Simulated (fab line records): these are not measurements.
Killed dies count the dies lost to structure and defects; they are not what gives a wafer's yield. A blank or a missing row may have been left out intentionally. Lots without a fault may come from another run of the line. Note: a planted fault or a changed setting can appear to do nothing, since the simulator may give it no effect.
Split-lot experiment / flow n5_finfet / 21 wafers read from 7 lots, route of 1938 steps

== SPLIT DETAILS ==
At N5_WELL_APT_EXPOSE_05 (exposes mask NWELL, defocus 0 nm, target cd 200 nm), the setting dose_mj was moved away from the recipe's 20.3 on 9 of the 21 wafers read, by -6.3% to +4.0%. For the rest of the wafers, this setting stayed at what the recipe calls for.

== FROM THE SPLIT TO THE READING: what the file shows between them, 3 steps ==
- N5_WELL_APT_PEB_06: peb time 90 s
- N5_WELL_APT_DEVELOP_07: develop time 45 s
- N5_WELL_APT_HARDBAKE_12: time 120 s

== THE READING ==
At N5_WELL_APT_CD_MEAS_08: cd_nm in nanometres, against a target cd of 200 nm. Typical for fault-free wafers on this fab line: 200.3 nm, with standard deviation 2 nm.

wafer=L080.1; tool, chamber at the split=krf_scanner-02, 0; dose_mj as run=20.3; against the recipe=recipe; cd_nm, nm=201.8; against lot-mates on the recipe=-
wafer=L080.2; tool, chamber at the split=krf_scanner-02, 0; dose_mj as run=20.3; against the recipe=recipe; cd_nm, nm=199.8; against lot-mates on the recipe=-
wafer=L080.5; tool, chamber at the split=krf_scanner-02, 0; dose_mj as run=20.3; against the recipe=recipe; cd_nm, nm=199.2; against lot-mates on the recipe=-
wafer=L081.3; tool, chamber at the split=krf_scanner-02, 0; dose_mj as run=20.3; against the recipe=recipe; cd_nm, nm=203.2; against lot-mates on the recipe=-
wafer=L081.4; tool, chamber at the split=krf_scanner-02, 0; dose_mj as run=20.3; against the recipe=recipe; cd_nm, nm=202.4; against lot-mates on the recipe=-
wafer=L081.6; tool, chamber at the split=krf_scanner-02, 0; dose_mj as run=21.12; against the recipe=+4.0%; cd_nm, nm=209.8; against lot-mates on the recipe=+7.0
wafer=L084.1; tool, chamber at the split=krf_scanner-01, 0; dose_mj as run=20.3; against the recipe=recipe; cd_nm, nm=200.2; against lot-mates on the recipe=-
wafer=L084.4; tool, chamber at the split=krf_scanner-01, 0; dose_mj as run=19.36; against the recipe=-4.6%; cd_nm, nm=192.1; against lot-mates on the recipe=-8.1
wafer=L084.5; tool, chamber at the split=krf_scanner-01, 0; dose_mj as run=19.36; against the recipe=-4.6%; cd_nm, nm=192.8; against lot-mates on the recipe=-7.4
wafer=L088.1; tool, chamber at the split=krf_scanner-01, 0; dose_mj as run=20.94; against the recipe=+3.2%; cd_nm, nm=200.6; against lot-mates on the recipe=+2.7
wafer=L088.2; tool, chamber at the split=krf_scanner-01, 0; dose_mj as run=20.3; against the recipe=recipe; cd_nm, nm=197.3; against lot-mates on the recipe=-
wafer=L088.3; tool, chamber at the split=krf_scanner-01, 0; dose_mj as run=20.3; against the recipe=recipe; cd_nm, nm=198.6; against lot-mates on the recipe=-
wafer=L091.1; tool, chamber at the split=krf_scanner-01, 0; dose_mj as run=20.3; against the recipe=recipe; cd_nm, nm=204.0; against lot-mates on the recipe=-
wafer=L091.5; tool, chamber at the split=krf_scanner-01, 0; dose_mj as run=20.9; against the recipe=+3.0%; cd_nm, nm=207.2; against lot-mates on the recipe=+3.2
wafer=L091.6; tool, chamber at the split=krf_scanner-01, 0; dose_mj as run=20.9; against the recipe=+3.0%; cd_nm, nm=208.9; against lot-mates on the recipe=+4.9
wafer=L093.1; tool, chamber at the split=krf_scanner-02, 0; dose_mj as run=19.03; against the recipe=-6.3%; cd_nm, nm=189.6; against lot-mates on the recipe=-10.4
wafer=L093.2; tool, chamber at the split=krf_scanner-02, 0; dose_mj as run=19.03; against the recipe=-6.3%; cd_nm, nm=191.7; against lot-mates on the recipe=-8.3
wafer=L093.5; tool, chamber at the split=krf_scanner-02, 0; dose_mj as run=20.3; against the recipe=recipe; cd_nm, nm=200.0; against lot-mates on the recipe=-
wafer=L095.3; tool, chamber at the split=krf_scanner-01, 0; dose_mj as run=20.3; against the recipe=recipe; cd_nm, nm=197.0; against lot-mates on the recipe=-
wafer=L095.4; tool, chamber at the split=krf_scanner-01, 0; dose_mj as run=20.3; against the recipe=recipe; cd_nm, nm=198.3; against lot-mates on the recipe=-
wafer=L095.6; tool, chamber at the split=krf_scanner-01, 0; dose_mj as run=20.68; against the recipe=+1.9%; cd_nm, nm=200.8; against lot-mates on the recipe=+3.2

THE FIT
A straight line over all 21 wafers: cd_nm changes by +1.66 nm for each +1% of dose_mj; r = +0.89; the points scatter about the line by 2.5 nm.
The same after taking each lot's own level away (the mean of its wafers on the recipe; 21 wafers): +1.51 nm for each +1%; r = +0.98; scatter 0.92 nm.
Per that fit: largest dose_mj move, reading shift of 9.4 nm.
Across the lots, their own levels run from 197.65 to 204.00 nm, a range of 3.2 times the standard deviation given above.
Hence the lot-to-lot level has little effect on the slope; both slopes agree.
Check: -9.31 nm against its lot-mates is what the line predicts for one of the wafers moved furthest among these (-6.3%) when that wafer is left out of the fit. It came out at -10.4 nm against them.

== OTHER SPLITS APPLIED TO THESE WAFERS ==
Before the reading, these wafers also passed through other splits. Each is held against what the fit with the lots' levels taken away leaves over:
other split on the same wafers=N5_WELL_APT_COAT_02 spin_rpm; wafers away from the commonest value=9; r with cd_nm (lot level and that fit taken away)=+0.12

== THE WHOLE CHAIN: every reading that the file lists as answering this split, in the file's order ==
step=N5_WELL_APT_CD_MEAS_08; what it does=target cd 200 nm; reading=cd_nm; change (the file's fit)=+1.5 nm for each +1% of the setting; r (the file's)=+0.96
step=N5_WELL_APT_DESCUM_13; what it does=chemistry O2, time 7.9 s; reading=WELL_APT.cd_nm (the simulator's own value, which no gauge read); change (the file's fit)=+1.51 nm for each +1% of the setting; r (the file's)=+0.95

== FILE'S OWN FIT ==
cd_nm changes by +1.5 nm for each +1% of dose_mj, r = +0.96.
